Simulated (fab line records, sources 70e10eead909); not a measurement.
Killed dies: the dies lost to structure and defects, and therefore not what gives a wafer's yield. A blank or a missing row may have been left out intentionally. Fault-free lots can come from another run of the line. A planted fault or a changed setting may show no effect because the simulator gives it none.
Chamber matching | flow nand_harc | NHARC_P_M2_DEP_33 on pecvd-03: 3 sister chambers
The step deposits SiCN, target thk 30 nm. 6 wafers are shown with their chamber, then 11 later ones without.

## WAFERS PAIRED WITH THEIR CHAMBERS
wafer  | chamber | heater_power_w (W) | susceptor_temp_C (C)
L088.6 | 2       | 517                | 369.93
L090.4 | 2       | 496                | 369.86
L090.6 | 1       | 479                | 369.88
L091.1 | 1       | 487                | 370.06
L091.5 | 0       | 551                | 370.02
L092.2 | 0       | 559                | 370.40

## WAFERS WITH NO CHAMBER GIVEN
wafer  | heater_power_w (W) | susceptor_temp_C (C)
L092.4 | 491                | 369.70
L092.6 | 557                | 370.03
L093.3 | 469                | 370.40
L093.5 | 552                | 370.10
L093.6 | 574                | 370.37
L095.1 | 498                | 370.00
L095.3 | 496                | 370.00
L095.5 | 507                | 369.82
L097.2 | 512                | 369.76
L097.3 | 537                | 369.90
L097.4 | 546                | 370.01

## CHAMBER TAKEN BY EACH
wafer  | from the rows above     | in truth
L092.4 | can't be placed: 1 or 2 | 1
L092.6 | 0                       | 0
L093.3 | can't be placed: 1 or 2 | 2
L093.5 | 0                       | 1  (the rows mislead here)
L093.6 | 0                       | 0
L095.1 | can't be placed: 2 or 1 | 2
L095.3 | can't be placed: 2 or 1 | 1
L095.5 | 2                       | 2
L097.2 | 2                       | 2
L097.3 | can't be placed: 0 or 2 | 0
L097.4 | 0                       | 0
5 of 11 placed correctly. From these rows, 5 cannot be placed; in 5 the true chamber is one of the candidates. Placed wrongly: 1.
How it was worked out, from the rows above alone: a wafer's distance from a chamber is the root of the sum, over the readings, of the square of ((its reading less the chamber's mean) divided by the reading's scatter). If the next closest chamber is less than 2 further off than the closest, the wafer can't be placed; otherwise it belongs to the closest. For every chamber, the mean is computed from those of its wafers that are shown. How the scatter is found: for the shown wafers, subtract from each reading the mean of its chamber, square and add these, divide the total by (wafers less chambers), then take the root.
